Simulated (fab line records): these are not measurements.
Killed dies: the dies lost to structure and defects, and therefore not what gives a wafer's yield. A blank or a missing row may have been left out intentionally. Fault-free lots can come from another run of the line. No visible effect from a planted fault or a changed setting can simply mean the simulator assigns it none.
Split-lot trial :: flow n5-finfet :: route with 1938 steps; 7 lots, 21 wafers read

## SPLIT DETAILS
At N5_BEOL_M0_TRENCH_ETCH_107 (etches SiOC in C4F6/O2, target depth 32.8 nm, time 16.4 s), the setting target-depth-a was moved away from the recipe's 328 angstrom on 8 of the 21 wafers read, by -9.1% to +6.5%. The other wafers ran this setting at the recipe's value.

## FROM SPLIT TO READING: 1 step shown by the file between the two
- N5_BEOL_M0_STRIP_142: strips in N2/H2, time 10 s

## THE READING
trench-depth-nm, in nm, at N5_BEOL_M0_OCD_MEAS_108. A value of 33.1 nm with a standard deviation of 0.65 nm is what fault-free wafers of this fab line usually give.

wafer: L078.1
tool, chamber at the split: rie-diel-01, 1
target-depth-a as run, angstrom: 328
against the recipe: recipe
trench-depth-nm, nm: 32.8
against lot-mates on the recipe: -

wafer: L078.3
tool, chamber at the split: rie-diel-01, 3,1
target-depth-a as run, angstrom: 298.2
against the recipe: -9.1%
trench-depth-nm, nm: 30.2
against lot-mates on the recipe: -2.6

wafer: L078.5
tool, chamber at the split: rie-diel-01, 3,1
target-depth-a as run, angstrom: 298.2
against the recipe: -9.1%
trench-depth-nm, nm: 30.0
against lot-mates on the recipe: -2.8

wafer: L079.2
tool, chamber at the split: rie-diel-03, 1
target-depth-a as run, angstrom: 314.3
against the recipe: -4.2%
trench-depth-nm, nm: 31.2
against lot-mates on the recipe: -1.9

wafer: L079.5
tool, chamber at the split: rie-diel-03, 3,2
target-depth-a as run, angstrom: 328
against the recipe: recipe
trench-depth-nm, nm: 33.4
against lot-mates on the recipe: -

wafer: L079.6
tool, chamber at the split: rie-diel-03, 3,2
target-depth-a as run, angstrom: 328
against the recipe: recipe
trench-depth-nm, nm: 32.8
against lot-mates on the recipe: -

wafer: L081.3
tool, chamber at the split: rie-diel-06, 0,1,2
target-depth-a as run, angstrom: 328
against the recipe: recipe
trench-depth-nm, nm: 33.1
against lot-mates on the recipe: -

wafer: L081.4
tool, chamber at the split: rie-diel-06, 0,1,2
target-depth-a as run, angstrom: 328
against the recipe: recipe
trench-depth-nm, nm: 33.7
against lot-mates on the recipe: -

wafer: L081.6
tool, chamber at the split: rie-diel-06, 0,1,2
target-depth-a as run, angstrom: 328
against the recipe: recipe
trench-depth-nm, nm: 32.1
against lot-mates on the recipe: -

wafer: L083.1
tool, chamber at the split: rie-diel-06, 1
target-depth-a as run, angstrom: 328
against the recipe: recipe
trench-depth-nm, nm: 33.3
against lot-mates on the recipe: -

wafer: L083.2
tool, chamber at the split: rie-diel-06, 0,1
target-depth-a as run, angstrom: 311.2
against the recipe: -5.1%
trench-depth-nm, nm: 32.0
against lot-mates on the recipe: -1.3

wafer: L083.4
tool, chamber at the split: rie-diel-06, 0,1
target-depth-a as run, angstrom: 311.2
against the recipe: -5.1%
trench-depth-nm, nm: 32.2
against lot-mates on the recipe: -1.1

wafer: L086.2
tool, chamber at the split: rie-diel-03, 3
target-depth-a as run, angstrom: 328
against the recipe: recipe
trench-depth-nm, nm: 33.7
against lot-mates on the recipe: -

wafer: L086.4
tool, chamber at the split: rie-diel-03, 0,1
target-depth-a as run, angstrom: 306.2
against the recipe: -6.6%
trench-depth-nm, nm: 30.2
against lot-mates on the recipe: -3.5

wafer: L086.6
tool, chamber at the split: rie-diel-03, 0,1
target-depth-a as run, angstrom: 306.2
against the recipe: -6.6%
trench-depth-nm, nm: 30.1
against lot-mates on the recipe: -3.6

wafer: L089.2
tool, chamber at the split: rie-diel-03, 2,1,2
target-depth-a as run, angstrom: 328
against the recipe: recipe
trench-depth-nm, nm: 33.2
against lot-mates on the recipe: -

wafer: L089.4
tool, chamber at the split: rie-diel-03, 2,1,2
target-depth-a as run, angstrom: 328
against the recipe: recipe
trench-depth-nm, nm: 33.0
against lot-mates on the recipe: -

wafer: L089.5
tool, chamber at the split: rie-diel-03, 2,1,2
target-depth-a as run, angstrom: 328
against the recipe: recipe
trench-depth-nm, nm: 33.3
against lot-mates on the recipe: -

wafer: L091.1
tool, chamber at the split: rie-diel-01, 0,2
target-depth-a as run, angstrom: 328
against the recipe: recipe
trench-depth-nm, nm: 32.3
against lot-mates on the recipe: -

wafer: L091.2
tool, chamber at the split: rie-diel-01, 0,2
target-depth-a as run, angstrom: 328
against the recipe: recipe
trench-depth-nm, nm: 34.1
against lot-mates on the recipe: -

wafer: L091.4
tool, chamber at the split: rie-diel-01, 0
target-depth-a as run, angstrom: 349.3
against the recipe: +6.5%
trench-depth-nm, nm: 34.3
against lot-mates on the recipe: +1.1
The file does not say which wafer passed through which chamber wherever a row lists several chambers: such a row stands for several wafers.

THE FIT
A straight line over all 21 wafers: trench-depth-nm changes by +0.32 nm for each +1% of target-depth-a; r = +0.90; the points scatter about the line by 0.6 nm.
The same after taking each lot's own level away (the mean of its wafers on the recipe; 21 wafers): +0.323 nm for each +1%; r = +0.88; scatter 0.67 nm.
The reading moves by 2.9 nm for the largest change in target-depth-a, on that fit.
Across the lots, their own levels run from 32.80 to 33.70 nm, a range of 1.4 times the standard deviation given above.
So the lot-to-lot level changes the slope little: the two slopes agree.
Check: -3.21 nm against its lot-mates is what the line predicts for one of the wafers moved furthest among these (-9.1%) when that wafer is left out of the fit. Against them it came out at -2.6 nm.

## FILE'S OWN FIT
trench-depth-nm changes by +0.324 nm for each +1% of target-depth-a, r = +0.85.
